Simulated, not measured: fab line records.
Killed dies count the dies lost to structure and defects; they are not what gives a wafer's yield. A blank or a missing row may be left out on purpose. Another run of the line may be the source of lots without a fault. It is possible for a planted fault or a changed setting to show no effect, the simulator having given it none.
Lot-split experiment / flow n5_finfet / 33 wafers read from 7 lots, route of 1938 steps

THE SPLIT ITSELF
At N5_BEOL_M8_DEVELOP_10 (develop time 30 s), the setting develop_time_s was moved away from the recipe's 30 s on 13 of the 33 wafers read, by -59.7% to +38.6%. The other wafers ran this setting at the recipe's value.

FROM THE SPLIT TO THE READING: what the file shows between them, 12 steps
- N5_BEOL_M8_CD_MEAS_11: target cd 38.5 nm
- N5_BEOL_M8_DESCUM_16: chemistry O2, time 7.9 s
- N5_BEOL_M8_ETCH_61: etches SiARC in CF4, target depth 45.5 nm, time 75.8 s
- N5_BEOL_M8_ETCH_62: etches SOC in N2/H2, target depth 110 nm, overetch 22 nm, time 165 s
- N5_BEOL_M8_STRIP_68: strips in N2/H2
- N5_BEOL_M8_HM_OPEN_17: chemistry Cl2/BCl3, target TiN, target depth 20 nm, overetch 6 nm
- N5_BEOL_M8_STRIP_19: strips in O2
- N5_BEOL_M8_CD_MEAS_18: pitch 80 nm, target cd 40 nm
- N5_BEOL_M8_COAT_63: time 60 s, resist thk 60 nm
- N5_BEOL_M8_COAT_64: time 60 s, resist thk 12 nm
- N5_BEOL_M8_PRECLEAN_42: cleans in residue remover, time 60 s
- N5_BEOL_M8_SRD_43: time 30 s

THE READING
cd_nm at N5_BEOL_M8_CD_MEAS_35, given in nm (cd target 40 nm). A value of 40.0 nm with a standard deviation of 0.52 nm is what fault-free wafers of this fab line usually give.

wafer=L075.1; tool, chamber at the split=litho_track-03, 0; develop_time_s as run, s=30; against the recipe=recipe; cd_nm, nm=40.6; against lot-mates on the recipe=-
wafer=L075.2; tool, chamber at the split=litho_track-03, 0; develop_time_s as run, s=30; against the recipe=recipe; cd_nm, nm=40.1; against lot-mates on the recipe=-
wafer=L075.3; tool, chamber at the split=litho_track-03, 0; develop_time_s as run, s=30; against the recipe=recipe; cd_nm, nm=39.9; against lot-mates on the recipe=-
wafer=L075.4; tool, chamber at the split=litho_track-03, 0; develop_time_s as run, s=41.44; against the recipe=+38.1%; cd_nm, nm=41.9; against lot-mates on the recipe=+1.7
wafer=L075.5; tool, chamber at the split=litho_track-03, 0; develop_time_s as run, s=41.44; against the recipe=+38.1%; cd_nm, nm=41.5; against lot-mates on the recipe=+1.3
wafer=L075.6; tool, chamber at the split=litho_track-03, 0; develop_time_s as run, s=41.44; against the recipe=+38.1%; cd_nm, nm=41.1; against lot-mates on the recipe=+0.9
wafer=L076.1; tool, chamber at the split=litho_track-03, 0; develop_time_s as run, s=41.59; against the recipe=+38.6%; cd_nm, nm=41.5; against lot-mates on the recipe=+1.1
wafer=L076.2; tool, chamber at the split=litho_track-03, 0; develop_time_s as run, s=41.59; against the recipe=+38.6%; cd_nm, nm=41.3; against lot-mates on the recipe=+0.9
wafer=L076.3; tool, chamber at the split=litho_track-03, 0; develop_time_s as run, s=30; against the recipe=recipe; cd_nm, nm=40.2; against lot-mates on the recipe=-
wafer=L076.4; tool, chamber at the split=litho_track-03, 0; develop_time_s as run, s=30; against the recipe=recipe; cd_nm, nm=40.6; against lot-mates on the recipe=-
wafer=L076.5; tool, chamber at the split=litho_track-03, 0; develop_time_s as run, s=41.59; against the recipe=+38.6%; cd_nm, nm=41.6; against lot-mates on the recipe=+1.2
wafer=L076.6; tool, chamber at the split=litho_track-03, 0; develop_time_s as run, s=30; against the recipe=recipe; cd_nm, nm=40.5; against lot-mates on the recipe=-
wafer=L080.1; tool, chamber at the split=litho_track-05, 0; develop_time_s as run, s=12.1; against the recipe=-59.7%; cd_nm, nm=36.6; against lot-mates on the recipe=-3.5
wafer=L080.2; tool, chamber at the split=litho_track-05, 0; develop_time_s as run, s=30; against the recipe=recipe; cd_nm, nm=39.7; against lot-mates on the recipe=-
wafer=L080.3; tool, chamber at the split=litho_track-05, 0; develop_time_s as run, s=12.1; against the recipe=-59.7%; cd_nm, nm=36.4; against lot-mates on the recipe=-3.7
wafer=L080.4; tool, chamber at the split=litho_track-05, 0; develop_time_s as run, s=12.1; against the recipe=-59.7%; cd_nm, nm=36.8; against lot-mates on the recipe=-3.3
wafer=L080.5; tool, chamber at the split=litho_track-05, 0; develop_time_s as run, s=30; against the recipe=recipe; cd_nm, nm=39.9; against lot-mates on the recipe=-
wafer=L080.6; tool, chamber at the split=litho_track-05, 0; develop_time_s as run, s=30; against the recipe=recipe; cd_nm, nm=40.6; against lot-mates on the recipe=-
wafer=L085.4; tool, chamber at the split=litho_track-05, 0; develop_time_s as run, s=22.75; against the recipe=-24.2%; cd_nm, nm=39.3; against lot-mates on the recipe=-0.7
wafer=L085.5; tool, chamber at the split=litho_track-05, 0; develop_time_s as run, s=22.75; against the recipe=-24.2%; cd_nm, nm=39.3; against lot-mates on the recipe=-0.7
wafer=L085.6; tool, chamber at the split=litho_track-05, 0; develop_time_s as run, s=30; against the recipe=recipe; cd_nm, nm=40.0; against lot-mates on the recipe=-
wafer=L088.1; tool, chamber at the split=litho_track-01, 0; develop_time_s as run, s=30; against the recipe=recipe; cd_nm, nm=40.5; against lot-mates on the recipe=-
wafer=L088.3; tool, chamber at the split=litho_track-01, 0; develop_time_s as run, s=30; against the recipe=recipe; cd_nm, nm=40.4; against lot-mates on the recipe=-
wafer=L088.5; tool, chamber at the split=litho_track-01, 0; develop_time_s as run, s=30; against the recipe=recipe; cd_nm, nm=39.9; against lot-mates on the recipe=-
wafer=L093.3; tool, chamber at the split=litho_track-01, 0; develop_time_s as run, s=30; against the recipe=recipe; cd_nm, nm=40.2; against lot-mates on the recipe=-
wafer=L093.4; tool, chamber at the split=litho_track-01, 0; develop_time_s as run, s=17.56; against the recipe=-41.5%; cd_nm, nm=37.2; against lot-mates on the recipe=-3.0
wafer=L093.6; tool, chamber at the split=litho_track-01, 0; develop_time_s as run, s=17.56; against the recipe=-41.5%; cd_nm, nm=38.1; against lot-mates on the recipe=-2.1
wafer=L096.1; tool, chamber at the split=litho_track-03, 0; develop_time_s as run, s=30; against the recipe=recipe; cd_nm, nm=40.1; against lot-mates on the recipe=-
wafer=L096.2; tool, chamber at the split=litho_track-03, 0; develop_time_s as run, s=30; against the recipe=recipe; cd_nm, nm=39.8; against lot-mates on the recipe=-
wafer=L096.3; tool, chamber at the split=litho_track-03, 0; develop_time_s as run, s=30; against the recipe=recipe; cd_nm, nm=40.5; against lot-mates on the recipe=-
wafer=L096.4; tool, chamber at the split=litho_track-03, 0; develop_time_s as run, s=30; against the recipe=recipe; cd_nm, nm=40.4; against lot-mates on the recipe=-
wafer=L096.5; tool, chamber at the split=litho_track-03, 0; develop_time_s as run, s=30; against the recipe=recipe; cd_nm, nm=40.3; against lot-mates on the recipe=-
wafer=L096.6; tool, chamber at the split=litho_track-03, 0; develop_time_s as run, s=30; against the recipe=recipe; cd_nm, nm=39.7; against lot-mates on the recipe=-

FIT RESULTS
A straight line over all 33 wafers: cd_nm changes by +0.0489 nm for each +1% of develop_time_s; r = +0.95; the points scatter about the line by 0.43 nm.
The same after taking each lot's own level away (the mean of its wafers on the recipe; 33 wafers): +0.0464 nm for each +1%; r = +0.94; scatter 0.45 nm.
That fit puts the effect of the largest move of develop_time_s on the reading at 2.8 nm.
Measured against the standard deviation above, the lots' own levels, which go from 40.00 to 40.43 nm, span 0.8 times it.
The two slopes are in agreement: the lot-to-lot level therefore moves the slope only a little.
Check: with one of the wafers moved furthest among these (-59.7%) left out of the fit, the line predicts -2.85 nm for it against its lot-mates. Against them it came out at -3.47 nm.

THE WHOLE CHAIN: every reading that the file lists as answering this split, in the file's order
step=N5_BEOL_M8_CD_MEAS_11; what it does=target cd 38.5 nm; reading=cd_nm; change (the file's fit)=+0.0514 nm for each +1% of the setting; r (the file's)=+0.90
step=N5_BEOL_M8_ETCH_61; what it does=etches SiARC in CF4, target depth 45.5 nm, time 75.8 s; reading=BEOL_M8.cd_offset_nm (the simulator's own value, which no gauge read); change (the file's fit)=+0.0472 nm for each +1% of the setting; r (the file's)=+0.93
step=N5_BEOL_M8_CD_MEAS_18; what it does=pitch 80 nm, target cd 40 nm; reading=cd_nm; change (the file's fit)=+0.0489 nm for each +1% of the setting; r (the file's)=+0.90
step=N5_BEOL_M8_CD_MEAS_35; what it does=target cd 40 nm; reading=cd_nm; change (the file's fit)=+0.047 nm for each +1% of the setting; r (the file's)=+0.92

THE FILE'S OWN FIT
cd_nm changes by +0.047 nm for each +1% of develop_time_s, r = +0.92.
